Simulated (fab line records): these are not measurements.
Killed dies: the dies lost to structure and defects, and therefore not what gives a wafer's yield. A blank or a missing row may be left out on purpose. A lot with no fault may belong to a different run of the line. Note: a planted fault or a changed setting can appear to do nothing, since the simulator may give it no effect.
Comparing a struck lot with a sound one + flow n5Finfet + 14 steps out of a route of 1938
Sound: wafers L751.2, L751.4, L751.6. Wafers struck: L738.1, L738.2, L738.3. The cause is named last.
At each step with rows: each side's tool, then ch and its chambers, then its first start. Under that, the readings that differ: sound wafers + struck wafers + difference of the means + sigmas: that difference in standard deviations of wafers without a fault.
alike: readings whose means differ by less than 2 such deviations, and words and numbers that are the same on both sides. not compared: withheld readings, readings that some wafer has no value for, bounds like >300 that may hide the same value, and numbers for which the record gives no deviation and whose values overlap.
The two part at a step that has a row with sigmas, a row that says differs or no value, or rows on one side only. Numbers that don't overlap but have no deviation are shown without sigmas and don't part them. Lack of a reading on every wafer of one side parts them only where that side has two or more wafers.

N5_BEOL_M0_INSPECT_127: inspects for defects (darkfield).
  sound on defectInspect-02, day 9 17:54; struck on defectInspect-01, day 6 16:05
  alike: rawDefectCount
N5_BEOL_M1_ILD_DEP_00: deposits SiOC from DEMS/O2, target thk 79 nm, time 15.3 s.
  sound on pecvd-02 ch 0,2, day 9 17:56; struck on pecvd-04 ch 0,1,2, day 6 16:07
  alike: chamberPressureTorr, heaterPowerW, showerheadPlenumPTorr, showerheadVppV, throttleValvePct
N5_BEOL_M1_THK_MEAS_01:
  sound on filmMetro-01, day 9 18:01; struck on filmMetro-02, day 6 16:11
  alike: M1_ILD_THK
N5_BEOL_M1_PECVD_72: deposits SiO2 from TEOS/O2, target thk 16 nm, time 18 s.
  sound on pecvd-02 ch 0,1,2, day 9 18:02; struck on pecvd-02 ch 0,1,2, day 6 16:13
  alike: chamberPressureTorr, heaterPowerW, showerheadPlenumPTorr, showerheadVppV, throttleValvePct
N5_BEOL_M1_HM_DEP_02: deposits TiN, target thk 20 nm.
  sound on pvdSputter-03, day 9 19:40; struck on pvdSputter-01, day 6 17:13
  alike: chamberPressurePa, substrateTempC, throttleValvePct
then, 7 steps without rows for these wafers: N5_BEOL_M1_COAT_61 (time 60 s, resist thk 60 nm); N5_BEOL_M1_COAT_62 (time 60 s, resist thk 12 nm); N5_BEOL_M1_COAT_73 (time 60 s, resist thk 5 nm); N5_BEOL_M1_COAT_05 (resist thk 30 nm); N5_BEOL_M1_EBR_07; N5_BEOL_M1_SOFTBAKE_06 (time 60 s); N5_BEOL_M1_EXPOSE_08 (exposes mask M1).
N5_BEOL_M1_PEB_09: peb time 60 s.
  struck on lithoTrack-03, day 6 17:40; sound on lithoTrack-04 ch 0, day 9 20:07
  no value came back on the struck wafers for chillPlateTempC (C), exhaustPa (Pa); on the sound wafers chillPlateTempC (C) reads 22.89 22.95 23.04
then, 1 step without rows for these wafers: N5_BEOL_M1_DEVELOP_10 (develop time 30 s).

WHERE THEY PART
Only at N5_BEOL_M1_PEB_09, as far as this record shows.

WHY: what had been put in by the simulator
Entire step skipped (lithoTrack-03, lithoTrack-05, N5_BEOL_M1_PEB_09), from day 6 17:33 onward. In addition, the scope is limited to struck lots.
